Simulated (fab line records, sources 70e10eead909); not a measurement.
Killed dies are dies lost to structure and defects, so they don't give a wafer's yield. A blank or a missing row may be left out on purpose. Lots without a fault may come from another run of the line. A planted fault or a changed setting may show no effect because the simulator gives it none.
fab line records | flow nand_harc
record lots=7 wafers=21 last_day=32
route steps=1302 shown A_CONTACT@1036 END@1302
lots that met no fault: from a run of the same line without faults
start_h: hours from the record's first day to the start of the lot's first wafer shown | wait_h: hours since the lot's step before | " the same as in the row above | L1.1+2: a row that stands for several wafers | - no value, or no start given | * or withheld: withheld | < > ~ a bound
route shown NAME@n: a module of which the file shows steps, and the number in the route of the first | usual: mean/standard deviation of fault-free wafers | same: alike in all rows | chamber/n: place in a boat | sites: the reading at each site | _std_site: their standard deviation | _edge_site: outer sites' mean less inner sites' | radius_mm: how far each site lies from the wafer's centre | mask NAME#n: copy n | behind: the tool/chamber that last shaped the wafer | hold: why the lot was held/for how many hours/how that ended | device: the transistor (n, p or np) that didn't switch | end of line: the same wafers' tests at the end of the route | a step without rows: its recipe alone | killed: dies lost to structure and defects at the first sort, not the wafer's yield | map: a wafer's dies, x killed, . not, _ none there
set.NAME: the setting as run; set.NAME@STEP: as run at that earlier step | model.NAME: the simulator's own value behind a step, which no gauge read
lots at some steps of the route; a table a step, a row a wafer
services: from which hour (start_h, from the record's first day; less than 0 if before it) a tool's chamber was out of use, for how many hours, and why
## steps
# step NHARC_A_CONTACT_EXPOSE_66
# recipe na=1.35 sigma_outer=0.8 dose_mj=59.02 mask_id=A_CC_2
# step NHARC_A_CONTACT_PEB_67
# recipe peb_temp_c=100 peb_time_s=65
# step NHARC_A_CONTACT_DEVELOP_68
# recipe develop_time_s=35 dev_temp_c=23
# step NHARC_A_CONTACT_CD_MEAS_69
# recipe target_cd_nm=300 landing_energy_ev=500
# usual cd_nm=299.8/0.6
# columns lot.wafer tool chamber start_h wait_h cd_nm
L181.1 cd_sem-01 0 523.43 - 299.0
L181.4 " 0 " " 298.5
L181.6 " 0 " " 299.6
L184.1 cd_sem-03 0 559.69 - 299.2
L184.3 " 0 " " 299.0
L184.6 " 0 " " 299.2
L185.1 cd_sem-03 0 568.02 - 299.4
L185.3 " 0 " " 300.4
L185.6 " 0 " " 299.6
L193.4 cd_sem-02 0 633.48 - 299.9
L193.5 " 0 " " 300.0
L193.6 " 0 " " 300.3
L198.3 cd_sem-02 0 690.58 - 299.8
L198.5 " 0 " " 299.6
L198.6 " 0 " " 299.1
L200.2 cd_sem-03 0 709.29 - 301.2
L200.3 " 0 " " 300.8
L200.6 " 0 " " 300.9
L201.2 cd_sem-01 0 709.58 - 299.8
L201.5 " 0 " " 299.4
L201.6 " 0 " " 300.5
# step NHARC_A_CONTACT_OVL_MEAS_70
# usual overlay_x_nm=-0.1/0.78 overlay_y_nm=0.1/0.71
# columns lot.wafer tool chamber start_h wait_h overlay_x_nm overlay_y_nm
L181.1 overlay-01 - 523.51 - -0.1 0.8
L181.4 " - " " -0.1 1.0
L181.6 " - " " 0.1 0.8
L184.1 overlay-02 - 559.78 - -0.3 1.2
L184.3 " - " " -0.1 1.8
L184.6 " - " " 0.4 1.7
L185.1 overlay-01 - 568.11 - -0.8 0.1
L185.3 " - " " -1.0 -0.4
L185.6 " - " " -0.5 -0.5
L193.4 overlay-02 - 633.56 - -0.1 0.4
L193.5 " - " " -0.1 0.2
L193.6 " - " " -0.1 0.3
L198.3 overlay-01 - 690.66 - 1.6 -0.4
L198.5 " - " " 1.4 -0.6
L198.6 " - " " 1.6 -0.6
L200.2 overlay-02 - 709.37 - -1.0 -1.0
L200.3 " - " " -1.4 -0.5
L200.6 " - " " -0.5 -0.6
L201.2 overlay-02 - 709.66 - -0.3 -0.2
L201.5 " - " " -0.7 -0.3
L201.6 " - " " -0.2 0.3
# step NHARC_A_CONTACT_INSPECT_71
# usual raw_defect_count=79/38
# columns lot.wafer tool chamber start_h wait_h raw_defect_count
L181.1 defect_inspect-02 - 523.55 0.0 58
L181.4 " - " " 69
L181.6 " - " " 65
L184.1 defect_inspect-02 - 559.82 0.0 23
L184.3 " - " " 26
L184.6 " - " " 32
L185.1 defect_inspect-01 - 568.14 0.0 54
L185.3 " - " " 50
L185.6 " - " " 66
L193.4 defect_inspect-01 - 633.60 0.0 122
L193.5 " - " " 120
L193.6 " - " " 127
L198.3 defect_inspect-01 - 690.70 0.0 64
L198.5 " - " " 61
L198.6 " - " " 61
L200.2 defect_inspect-02 - 709.41 0.0 62
L200.3 " - " " 62
L200.6 " - " " 75
L201.2 defect_inspect-02 - 709.70 0.0 64
L201.5 " - " " 65
L201.6 " - " " 66
# step NHARC_A_CONTACT_DESCUM_74
# recipe time_s=3 o2_flow_sccm=200 ar_flow_sccm=0 bias_power_w=0 chemistry=O2
# usual drypump_motor_current_A=5.5/0.44 oes_product_au=1.000/0.012 rf_vpp_V=57.8/0.88 showerhead_plenum_p_Torr=1.91/0.1 throttle_valve_pct=11.312/0.009
# columns lot.wafer tool chamber start_h wait_h drypump_motor_current_A oes_product_au rf_hours_counter_h rf_vpp_V showerhead_plenum_p_Torr throttle_valve_pct
L181.1 rie_diel-09 2 523.63 0.1 5.5 1.007 4 58.9 1.94 11.324
L181.4 " 3 " " 6.6 1.024 4 59.3 1.98 11.301
L181.6 " 0 " " 5.3 0.989 - 56.8 1.90 11.310
L184.3 rie_diel-09 1 559.92 0.1 5.6 0.987 14 58.1 1.98 11.318
L184.1 " 0 " " 5.3 0.995 14 57.8 1.90 11.320
L184.6 " 2 " " 5.5 1.008 - 57.8 1.93 11.326
L185.1 rie_diel-03 2 568.21 0.1 5.4 0.991 14 57.8 1.76 11.315
L185.3 " 3 " " 5.4 1.017 13 59.0 2.02 11.303
L185.6 " 2 " " 5.4 0.991 - 57.1 1.77 11.296
L193.4 rie_diel-03 3 633.67 0.1 5.4 1.016 29 58.9 2.01 11.315
L193.5 " 1 " " 5.0 0.984 - 58.2 1.92 11.296
L193.6 " 2 " " 5.4 1.012 - 58.4 1.76 11.320
L198.3 rie_diel-03 0 690.79 0.1 5.7 1.001 7 56.8 1.78 11.328
L198.6 " 1 " " 5.0 1.000 - 57.5 1.92 11.312
L198.5 " 2 " " 5.4 1.008 - 57.8 2.07 11.322
L200.3 rie_diel-03 0 709.47 0.1 5.7 1.011 10 58.2 1.78 11.308
L200.2 " 2 " " 5.4 1.009 11 59.0 2.07 11.317
L200.6 " 1 " " 4.9 1.008 - 58.6 1.92 11.310
L201.2 rie_diel-09 0 709.78 0.1 5.3 1.009 10 59.0 1.88 11.323
L201.6 " 2 " " 5.5 1.000 - 57.4 1.92 11.317
L201.5 " 3 " " 6.6 0.991 - 57.7 1.96 11.322
# step NHARC_A_CONTACT_ETCH_75
# recipe target_depth_a=390 over_etch_frac=0.3 time_s=65 ion_energy_ev=80 cf4_flow_sccm=150 ar_flow_sccm=0 rf_w=300 bias_w=100 chemistry=CF4
# step NHARC_A_CONTACT_ETCH_76
# recipe target_depth_a=2600 over_etch_frac=0.3 time_s=475.3 ion_energy_ev=200 n2_flow_sccm=150 h2_flow_sccm=150 ar_flow_sccm=0 rf_w=400 bias_w=150 chemistry=N2/H2
# usual bias_w=150.0/0.44 chamber_pressure_mTorr=30.001/0.03 drypump_motor_current_A=5.6/0.44 oes_product_au=1.001/0.012 rf_vpp_V=430/3.1 showerhead_plenum_p_Torr=2.04/0.11 throttle_valve_pct=14.172/0.0087
# columns lot.wafer tool chamber start_h wait_h bias_w chamber_pressure_mTorr drypump_motor_current_A oes_product_au rf_hours_counter_h rf_vpp_V showerhead_plenum_p_Torr throttle_valve_pct
L181.1 rie_diel-09 1 - - 149.0 30.042 5.6 0.994 4 434 2.12 14.160
L181.4 " 2 " " 150.0 30.031 5.5 1.028 4 431 2.06 14.168
L181.6 " 1 " " 149.4 30.017 5.6 0.999 - 433 2.12 14.158
L184.3 rie_diel-09 0 - - 150.3 29.959 5.3 0.984 14 430 2.03 14.168
L184.1 " 1 " " 150.0 30.025 5.5 0.994 14 434 2.12 14.172
L184.6 " 2 " " 150.4 29.971 5.5 1.004 - 430 2.06 14.171
L185.1 rie_diel-03 2 - - 149.6 29.988 5.4 0.983 14 427 1.88 14.168
L185.3 " 0 " " 150.3 30.006 5.7 0.984 16 426 1.90 14.176
L185.6 " 2 " " 149.5 30.052 5.4 0.984 - 426 1.88 14.179
L193.4 rie_diel-03 3 - - 150.1 30.031 5.5 1.017 29 434 2.15 14.169
L193.6 " 3 " " 149.9 29.952 5.4 1.011 - 433 2.15 14.172
L193.5 " 0 " " 149.7 29.958 5.8 0.981 - 426 1.89 14.166
L198.3 rie_diel-03 2 - - 150.1 30.008 5.4 1.015 7 435 2.22 14.172
L198.5 " 3 " " 150.6 30.020 5.4 1.014 - 432 2.15 14.179
L198.6 " 0 " " 150.4 30.055 5.8 1.020 - 426 1.89 14.153
L200.3 rie_diel-03 0 - - 150.1 29.987 5.7 0.999 10 427 1.89 14.170
L200.2 " 1 " " 150.0 29.998 5.0 1.000 10 431 2.05 14.165
L200.6 " 3 " " 149.6 30.016 5.4 1.009 - 432 2.15 14.173
L201.2 rie_diel-09 0 - - 150.1 29.972 5.4 1.007 10 429 2.01 14.169
L201.5 " 2 " " 149.8 30.018 5.5 1.001 - 430 2.04 14.180
L201.6 " 3 " " 150.6 30.040 6.6 0.995 - 434 2.09 14.188
# step NHARC_A_CONTACT_ETCH_77
# recipe target_depth_a=1089 time_s=54.5 cf4_flow_sccm=100 chf3_flow_sccm=30 ar_flow_sccm=0 rf_w=500 bias_w=200 chemistry=CF4/CHF3
# usual bias_w=200.1/0.6 cf4_flow_sccm=100.0/0.33 drypump_motor_current_A=5.5/0.4 oes_product_au=0.938/0.023 rf_vpp_V=370.6/2.8 showerhead_plenum_p_Torr=1.57/0.079 throttle_valve_pct=16.802/0.0083
# columns lot.wafer tool chamber start_h wait_h bias_w cf4_flow_sccm drypump_motor_current_A oes_product_au rf_hours_counter_h rf_vpp_V showerhead_plenum_p_Torr throttle_valve_pct
L181.4 rie_diel-09 2 - - 199.8 99.8 5.5 0.933 4 371.8 1.59 16.809
L181.1 " 0 " " 200.4 99.8 5.3 0.908 4 371.0 1.57 16.798
L181.6 " 1 " " 200.8 100.3 5.6 0.923 - 372.5 1.63 16.814
L184.1 rie_diel-09 1 - - 200.0 99.9 5.5 0.917 14 373.2 1.63 16.811
L184.3 " 0 " " 201.2 99.9 5.3 0.930 14 370.2 1.56 16.804
L184.6 " 2 " " 199.4 99.5 5.5 0.925 - 371.4 1.59 16.797
L185.3 rie_diel-03 0 - - 200.0 100.2 5.7 0.908 16 367.0 1.47 16.796
L185.1 " 2 " " 200.0 100.1 5.4 0.920 14 366.9 1.46 16.804
L185.6 " 1 " " 199.5 100.2 5.0 0.918 - 370.3 1.58 16.796
L193.4 rie_diel-03 2 - - 199.1 100.2 5.4 0.923 28 366.7 1.45 16.805
L193.6 " 1 " " 200.6 99.4 5.0 0.908 - 371.1 1.58 16.801
L193.5 " 2 " " 199.4 100.3 5.4 0.920 - 367.2 1.45 16.825
L198.3 rie_diel-03 3 - - 199.7 100.0 5.4 0.983 8 374.7 1.65 16.813
L198.6 " 1 " " 200.0 100.0 5.0 0.964 - 371.1 1.58 16.789
L198.5 " 2 " " 199.3 100.3 5.4 0.977 - 376.1 1.70 16.809
L200.3 rie_diel-03 0 - - 199.4 100.1 5.8 0.923 10 367.8 1.47 16.801
L200.2 " 1 " " 199.4 100.3 5.0 0.931 10 371.2 1.58 16.809
L200.6 " 1 " " 198.9 100.4 5.0 0.938 - 371.0 1.58 16.785
L201.2 rie_diel-09 2 - - 199.8 99.7 5.5 0.931 8 370.2 1.58 16.790
L201.6 " 2 " " 199.4 99.5 5.5 0.934 - 371.0 1.58 16.789
L201.5 " 3 " " 200.4 100.0 6.6 0.918 - 369.9 1.61 16.819
# step NHARC_A_CONTACT_ETCH_78
# recipe target_depth_a=53000 over_etch_frac=0.3 time_s=1378 ion_energy_ev=150 o2_flow_sccm=400 cos_flow_sccm=20 ar_flow_sccm=0 rf_w=500 bias_w=300 chemistry=O2/COS
# usual bias_w=300.0/0.91 chamber_pressure_mTorr=19.999/0.017 drypump_motor_current_A=5.5/0.43 oes_product_au=1.001/0.011 rf_vpp_V=314.0/2.3 showerhead_plenum_p_Torr=3.11/0.15 throttle_valve_pct=28.332/0.009
# columns lot.wafer tool chamber start_h wait_h bias_w chamber_pressure_mTorr drypump_motor_current_A oes_product_au rf_hours_counter_h rf_vpp_V showerhead_plenum_p_Torr throttle_valve_pct
L181.4 rie_diel-09 3 - - 300.7 20.018 6.6 1.018 4 315.3 3.22 28.325
L181.1 " 0 " " 300.7 20.048 5.4 0.993 4 313.3 3.11 28.338
L181.6 " 0 " " 300.4 20.011 5.3 0.974 - 315.4 3.11 28.356
L184.1 rie_diel-09 1 - - 301.3 19.993 5.6 1.000 15 314.7 3.23 28.330
L184.3 " 2 " " 300.7 20.000 5.5 1.013 17 314.8 3.15 28.349
L184.6 " 1 " " 301.8 20.003 5.6 0.992 - 313.7 3.23 28.347
L185.3 rie_diel-03 3 - - 301.3 19.986 5.4 1.021 13 316.5 3.29 28.328
L185.1 " 0 " " 301.2 19.991 5.7 0.995 16 310.6 2.92 28.319
L185.6 " 0 " " 302.2 19.994 5.8 0.988 - 311.1 2.92 28.324
L193.4 rie_diel-03 1 - - 299.6 20.005 5.0 0.994 30 314.3 3.14 28.343
L193.6 " 3 " " 298.2 19.995 5.4 1.019 - 314.9 3.28 28.339
L193.5 " 0 " " 299.9 20.049 5.8 1.000 - 311.9 2.91 28.331
L198.3 rie_diel-03 2 - - 300.6 19.989 5.4 1.012 8 317.1 3.37 28.324
L198.5 " 2 " " 301.5 19.968 5.4 1.006 - 319.7 3.37 28.328
L198.6 " 3 " " 299.9 19.992 5.5 1.015 - 316.1 3.27 28.328
L200.3 rie_diel-03 1 - - 298.9 19.994 5.0 1.003 10 314.3 3.13 28.354
L200.2 " 2 " " 299.1 19.983 5.4 1.009 12 317.5 3.37 28.337
L200.6 " 1 " " 298.4 20.000 5.0 1.009 - 314.0 3.13 28.328
L201.2 rie_diel-09 0 - - 299.8 19.982 5.3 1.005 10 312.8 3.08 28.346
L201.6 " 3 " " 298.9 19.984 6.6 1.008 - 315.0 3.19 28.325
L201.5 " 0 " " 299.9 20.006 5.4 1.002 - 313.0 3.08 28.331
# step NHARC_A_CONTACT_ETCH_124
# recipe source_w=withheld pressure_mtorr=20 bias_v=withheld time_s=140 target_depth_a=7000 ar_flow_sccm=withheld c4f8_flow_sccm=withheld o2_flow_sccm=withheld chemistry=C4F8/O2/Ar
# usual chamber_pressure_mTorr=20.000/0.019 oes_air_line_au=1.000/0.023
# columns lot.wafer tool chamber start_h wait_h chamber_pressure_mTorr oes_air_line_au rf_hours_counter_h
L181.1 har_cap_etch-02 0 525.19 - 20.004 0.987 89
L181.4 " 1 " " 19.980 0.991 -
L181.6 " 1 " " 20.024 0.999 -
L184.1 har_cap_etch-02 0 561.71 - 19.973 1.040 94
L184.3 " 0 " " 20.009 1.058 -
L184.6 " 0 " " 19.991 1.027 -
L185.1 har_cap_etch-01 1 569.75 - 19.990 0.982 10
L185.3 " 0 " " 19.952 0.979 -
L185.6 " 1 " " 20.000 0.983 -
L193.4 har_cap_etch-03 1 635.29 - 20.007 1.023 -
L193.5 " 0 " " 20.021 0.989 -
L193.6 " 1 " " 19.997 1.010 -
L198.3 har_cap_etch-01 1 692.37 - 20.016 0.986 -
L198.5 " 1 " " 20.043 0.957 -
L198.6 " 0 " " 20.027 1.056 -
L200.2 har_cap_etch-02 1 711.14 - 20.006 0.954 122
L200.3 " 0 " " 20.001 1.001 -
L200.6 " 0 " " 20.035 1.009 -
L201.2 har_cap_etch-03 0 711.36 - 20.008 1.029 78
L201.6 " 1 " " 20.008 1.032 -
L201.5 " 0 " " 20.021 1.012 -
# step NHARC_A_CONTACT_ETCH_125
# recipe source_w=withheld pressure_mtorr=20 bias_v=3000 time_s=197 target_depth_a=19180 ar_flow_sccm=withheld c4f8_flow_sccm=withheld o2_flow_sccm=withheld chemistry=C4F8/O2/Ar
# usual chamber_pressure_mTorr=19.999/0.017 oes_air_line_au=1.000/0.021
# columns lot.wafer tool chamber start_h wait_h chamber_pressure_mTorr oes_air_line_au rf_hours_counter_h
L181.1 har_cap_etch-02 0 525.38 0.2 - - -
L181.4 " 1 " " - - -
L181.6 " 1 " " - - -
L184.1 har_cap_etch-02 0 561.91 0.2 - - -
L184.3 " 0 " " - - -
L184.6 " 0 " " - - -
L185.1 har_cap_etch-01 1 569.95 0.2 - - -
L185.3 " 0 " " - - -
L185.6 " 1 " " - - -
L193.4 har_cap_etch-03 1 635.48 0.2 20.020 1.018 -
L193.5 " 0 " " 19.994 1.003 -
L193.6 " 1 " " 20.034 1.027 -
L198.3 har_cap_etch-01 1 692.57 0.2 20.021 0.993 -
L198.5 " 1 " " 20.026 1.001 -
L198.6 " 0 " " 19.985 1.006 -
L200.2 har_cap_etch-02 1 711.34 0.2 19.993 0.998 122
L200.3 " 0 " " 20.010 1.006 -
L200.6 " 0 " " 19.995 0.984 -
L201.2 har_cap_etch-03 0 711.56 0.2 20.015 0.992 78
L201.6 " 1 " " 20.008 0.999 -
L201.5 " 0 " " 20.002 0.979 -
# step NHARC_A_CONTACT_ETCH_126
# recipe source_w=withheld pressure_mtorr=20 bias_v=3000 time_s=197 target_depth_a=19180 ar_flow_sccm=withheld c4f8_flow_sccm=withheld o2_flow_sccm=withheld chemistry=C4F8/O2/Ar
# step NHARC_END_SORT_01
# recipe temp_c=25
# usual killed_at_array=59/21 killed_at_other=1.0/1.1 killed_at_periphery=4.0/2.6 killed_dies=64/21 killed_open=3.2/1.7 killed_short=2.5/1.5
# same gross_dies=677
# columns lot.wafer tool chamber start_h wait_h killed_at_array killed_at_other killed_at_periphery killed_dies killed_open killed_short
L181.1 prober-01 0 601.49 2.5 674 1 2 677 1 4
L181.4 prober-01 0 603.91 3.4 672 2 3 677 1 2
L181.6 prober-01 0 605.52 4.0 668 0 9 677 1 5
L184.1 prober-02 0 623.23 2.5 671 0 6 677 4 4
L184.3 prober-02 0 624.82 3.1 669 0 8 677 6 3
L184.6 prober-02 0 627.21 4.0 668 0 9 677 9 3
L185.1 prober-01 0 629.36 2.5 670 1 6 677 2 1
L185.3 prober-01 0 630.94 3.1 672 1 4 677 3 4
L185.6 prober-01 0 633.33 4.0 674 0 3 677 2 3
# killed by level:class
L181.1 A_CONTACT:area_etch=626 A_CHANNEL_HOLE_D1:chamber_film_flake=30 A_CHANNEL_HOLE_D2:chamber_film_flake=8 A_CONTACT:chamber_film_flake=4 P_M0:geometric_particle:short=1 A_SOURCE_PLATE:geometric_particle:short=1 A_CHANNEL_FILL_D1:geometric_particle:short=1 A_DECK1_JOINT:geometric_particle:short=1
L181.4 A_CONTACT:area_etch=615 A_CHANNEL_HOLE_D1:chamber_film_flake=33 A_CHANNEL_HOLE_D2:chamber_film_flake=10 A_CONTACT:chamber_film_flake=6 A_STAIRCASE:chamber_film_flake=2 THIN_TSV:chamber_film_flake=2 P_M0:geometric_particle:open=1 A_ONON_D1:geometric_particle:short=1
L181.6 A_CONTACT:area_etch=618 A_CHANNEL_HOLE_D1:chamber_film_flake=31 A_CHANNEL_HOLE_D2:chamber_film_flake=7 A_CONTACT:chamber_film_flake=5 P_M1:chamber_film_flake=4 P_CONTACT:geometric_particle:short=2 A_ONON_D1:geometric_particle:short=2 P_BONDPAD:chamber_film_flake=2
L184.1 A_CONTACT:area_etch=639 A_CHANNEL_HOLE_D2:chamber_film_flake=10 A_CONTACT:chamber_film_flake=4 P_GATE:chamber_film_flake=3 A_ZERO_WELL:chamber_film_flake=3 A_CHANNEL_HOLE_D1:chamber_film_flake=3 A_STAIRCASE:chamber_film_flake=3 A_M0:geometric_particle:open=2
L184.3 A_CONTACT:area_etch=638 A_CHANNEL_HOLE_D2:chamber_film_flake=11 A_CONTACT:chamber_film_flake=4 P_ZERO_WELL:chamber_film_flake=3 A_ZERO_WELL:chamber_film_flake=3 P_M1:geometric_particle:open=2 A_CHANNEL_HOLE_D2:geometric_particle:short=2 A_M0:geometric_particle:open=2
L184.6 A_CONTACT:area_etch=632 A_CHANNEL_HOLE_D2:chamber_film_flake=7 A_ZERO_WELL:chamber_film_flake=5 A_WL_FILL:chamber_film_flake=5 P_GATE:chamber_film_flake=4 A_CHANNEL_HOLE_D1:chamber_film_flake=3 A_SLIT:chamber_film_flake=3 A_CONTACT:chamber_film_flake=3
L185.1 A_CONTACT:area_etch=616 A_SLIT:chamber_film_flake=29 A_CHANNEL_HOLE_D2:chamber_film_flake=9 A_CONTACT:chamber_film_flake=7 P_ZERO_WELL:chamber_film_flake=3 A_M1:chamber_film_flake=3 P_GATE:chamber_film_flake=2 A_SGD_CUT:chamber_film_flake=2
L185.3 A_CONTACT:area_etch=621 A_SLIT:chamber_film_flake=24 A_CHANNEL_HOLE_D2:chamber_film_flake=11 A_CONTACT:chamber_film_flake=4 P_GATE:chamber_film_flake=3 A_STAIRCASE:chamber_film_flake=2 A_ONON_D1:geometric_particle:short=1 A_CHANNEL_HOLE_D1:geometric_particle:short=1
L185.6 A_CONTACT:area_etch=614 A_SLIT:chamber_film_flake=28 A_CHANNEL_HOLE_D2:chamber_film_flake=9 A_CONTACT:chamber_film_flake=6 A_STAIRCASE:chamber_film_flake=4 A_M1:chamber_film_flake=4 A_CHANNEL_HOLE_D1:chamber_film_flake=3 A_WL_FILL:geometric_particle:short=2
# map L181.1 (x killed, . not)
____________x____________
_________xxxxxxx_________
_______xxxxxxxxxxx_______
______xxxxxxxxxxxxx______
_____xxxxxxxxxxxxxxx_____
____xxxxxxxxxxxxxxxxx____
____xxxxxxxxxxxxxxxxx____
___xxxxxxxxxxxxxxxxxxx___
___xxxxxxxxxxxxxxxxxxx___
__xxxxxxxxxxxxxxxxxxxxx__
__xxxxxxxxxxxxxxxxxxxxx__
_xxxxxxxxxxxxxxxxxxxxxxx_
_xxxxxxxxxxxxxxxxxxxxxxx_
_xxxxxxxxxxxxxxxxxxxxxxx_
_xxxxxxxxxxxxxxxxxxxxxxx_
_xxxxxxxxxxxxxxxxxxxxxxx_
xxxxxxxxxxxxxxxxxxxxxxxxx
xxxxxxxxxxxxxxxxxxxxxxxxx
xxxxxxxxxxxxxxxxxxxxxxxxx
xxxxxxxxxxxxxxxxxxxxxxxxx
xxxxxxxxxxxxxxxxxxxxxxxxx
_xxxxxxxxxxxxxxxxxxxxxxx_
_xxxxxxxxxxxxxxxxxxxxxxx_
_xxxxxxxxxxxxxxxxxxxxxxx_
_xxxxxxxxxxxxxxxxxxxxxxx_
_xxxxxxxxxxxxxxxxxxxxxxx_
__xxxxxxxxxxxxxxxxxxxxx__
__xxxxxxxxxxxxxxxxxxxxx__
___xxxxxxxxxxxxxxxxxxx___
___xxxxxxxxxxxxxxxxxxx___
____xxxxxxxxxxxxxxxxx____
____xxxxxxxxxxxxxxxxx____
_____xxxxxxxxxxxxxxx_____
______xxxxxxxxxxxxx______
_______xxxxxxxxxxx_______
_________xxxxxxx_________
____________x____________
# map L184.1 (x killed, . not)
____________x____________
_________xxxxxxx_________
_______xxxxxxxxxxx_______
______xxxxxxxxxxxxx______
_____xxxxxxxxxxxxxxx_____
____xxxxxxxxxxxxxxxxx____
____xxxxxxxxxxxxxxxxx____
___xxxxxxxxxxxxxxxxxxx___
___xxxxxxxxxxxxxxxxxxx___
__xxxxxxxxxxxxxxxxxxxxx__
__xxxxxxxxxxxxxxxxxxxxx__
_xxxxxxxxxxxxxxxxxxxxxxx_
_xxxxxxxxxxxxxxxxxxxxxxx_
_xxxxxxxxxxxxxxxxxxxxxxx_
_xxxxxxxxxxxxxxxxxxxxxxx_
_xxxxxxxxxxxxxxxxxxxxxxx_
xxxxxxxxxxxxxxxxxxxxxxxxx
xxxxxxxxxxxxxxxxxxxxxxxxx
xxxxxxxxxxxxxxxxxxxxxxxxx
xxxxxxxxxxxxxxxxxxxxxxxxx
xxxxxxxxxxxxxxxxxxxxxxxxx
_xxxxxxxxxxxxxxxxxxxxxxx_
_xxxxxxxxxxxxxxxxxxxxxxx_
_xxxxxxxxxxxxxxxxxxxxxxx_
_xxxxxxxxxxxxxxxxxxxxxxx_
_xxxxxxxxxxxxxxxxxxxxxxx_
__xxxxxxxxxxxxxxxxxxxxx__
__xxxxxxxxxxxxxxxxxxxxx__
___xxxxxxxxxxxxxxxxxxx___
___xxxxxxxxxxxxxxxxxxx___
____xxxxxxxxxxxxxxxxx____
____xxxxxxxxxxxxxxxxx____
_____xxxxxxxxxxxxxxx_____
______xxxxxxxxxxxxx______
_______xxxxxxxxxxx_______
_________xxxxxxx_________
____________x____________
## services
# columns tool chamber start_h hours kind
rie_diel-03 3 504.63 9.6 repair
har_cap_etch-02 - 514.05 0.4 repair
rie_diel-03 0 516.33 - clean
rie_diel-03 1 516.33 - clean
rie_diel-03 2 516.33 - clean
rie_diel-03 3 516.33 - clean
rie_diel-03 0 540.83 - clean
rie_diel-03 1 540.83 - clean
rie_diel-03 2 540.83 - clean
rie_diel-03 3 540.83 - clean
rie_diel-03 0 565.34 - clean
rie_diel-03 1 565.34 - clean
rie_diel-03 2 565.34 - clean
rie_diel-03 3 565.34 - clean
rie_diel-03 0 589.87 - clean
rie_diel-03 1 589.87 - clean
rie_diel-03 2 589.87 - clean
rie_diel-03 3 589.87 - clean
rie_diel-03 2 606.07 3.8 repair
rie_diel-03 0 614.38 - clean
rie_diel-03 1 614.38 - clean
rie_diel-03 - 635.33 9.0 pm
rie_diel-09 - 674.19 9.0 pm
rie_diel-09 3 691.61 5.4 repair
## key
first_sign step=NHARC_A_CONTACT_ETCH_125 reading=tool_record direction=missing
effect step=NHARC_END_SORT_01 reading=killed_at_array direction=up sigmas=29 usual=59 struck=671
more_kills_born_at NHARC_A_CONTACT_ETCH_125@har_cap_etch-02=3768 NHARC_A_CONTACT_ETCH_125@har_cap_etch-01=1851
met_at NHARC_A_CONTACT_ETCH_125
struck_wafers L181.1,L181.4,L181.6,L184.1,L184.3,L184.6,L185.1,L185.3,L185.6
later_rows_left_out L181.1,L181.4,L181.6,L184.1,L184.3,L184.6,L185.1,L185.3,L185.6
tester_left_out L181,L184,L185
fault kind=skipped_step_whole tool=har_cap_etch-01,har_cap_etch-02 chamber=- onset_h=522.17 steps=NHARC_A_CONTACT_ETCH_125 scope=struck_lots_only
# tester_left_out: of these lots the tester's yield and bins aren't shown, on N5 and GAA mostly nor the transistor test; their killed dies are dies lost to structure and defects alone, not to doping, threshold or leakage, so they don't give the yield
# later_rows_left_out: the simulator's readings of these wafers behind a module that went badly wrong aren't trusted and aren't shown, but for the sort
